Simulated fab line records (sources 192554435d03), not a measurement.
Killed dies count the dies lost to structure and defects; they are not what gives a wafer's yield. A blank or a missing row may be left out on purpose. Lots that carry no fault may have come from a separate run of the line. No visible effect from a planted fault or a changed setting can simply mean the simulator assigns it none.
Matching of chambers -- flow n5 finfet -- rie diel-05 running N5_BEOL_M10_STRIP_36: 4 sister chambers
The step strips in N2/H2. 18 wafers are shown with their chamber, then 9 later ones without.

== WAFERS PAIRED WITH THEIR CHAMBERS ==
wafer,chamber,drypump motor current A (A),throttle valve pct (%),showerhead plenum p Torr (Torr)
L637.3,3,5.4,23.43,2.66
L637.4,1,6.2,24.03,2.56
L637.6,1,6.2,23.98,2.56
L638.3,2,4.9,23.42,2.63
L638.4,1,6.2,23.98,2.55
L638.6,3,5.5,23.46,2.65
L640.1,0,5.5,23.61,2.53
L640.3,2,4.9,23.42,2.63
L640.6,1,6.2,24.03,2.55
L642.1,1,6.2,24.01,2.55
L642.2,0,5.5,23.58,2.53
L642.4,2,4.9,23.41,2.63
L643.2,3,5.5,23.48,2.65
L643.5,2,4.9,23.45,2.62
L643.6,3,5.5,23.48,2.65
L651.1,0,5.5,23.62,2.52
L651.5,1,6.2,24.05,2.54
L651.6,0,5.5,23.63,2.52

SIGNATURES, as means of the wafers listed above
reading,chamber 0,chamber 1,chamber 2,chamber 3,scatter within a chamber
drypump motor current A,5.500,6.200,4.900,5.475,0.0231
throttle valve pct,23.6100,24.0133,23.4250,23.4625,0.0241
showerhead plenum p Torr,2.5250,2.5517,2.6275,2.6525,0.00617
Rule: distance of a wafer from a chamber = root of the sum over the readings of ((wafer's reading minus chamber's mean) / reading's scatter) squared. The wafer belongs to the nearest chamber; if the next one is less than 2 further off, it can't be placed. The scatter is the square root of a quotient: the sum, over the shown wafers, of each reading's squared deviation from its chamber's mean, divided by wafers minus chambers.

== WAFERS WITHOUT THEIR CHAMBER ==
wafer,drypump motor current A (A),throttle valve pct (%),showerhead plenum p Torr (Torr)
L653.1,6.2,24.06,2.54
L653.2,4.9,23.50,2.61
L653.6,5.5,23.49,2.64
L656.1,5.5,23.46,2.64
L656.2,4.9,23.46,2.61
L656.3,6.2,24.04,2.54
L659.1,4.9,23.48,2.61
L659.3,5.5,23.58,2.51
L659.5,6.2,24.05,2.54

== WHICH CHAMBER EACH ONE RAN IN ==
wafer,from the rows above,in truth
L653.1,1,1
L653.2,2,2
L653.6,3,3
L656.1,3,3
L656.2,2,2
L656.3,1,1
L659.1,2,2
L659.3,0,0
L659.5,1,1
Correctly placed: 9 of 9. Left unplaced by these rows: 0. Number placed wrongly: 0.
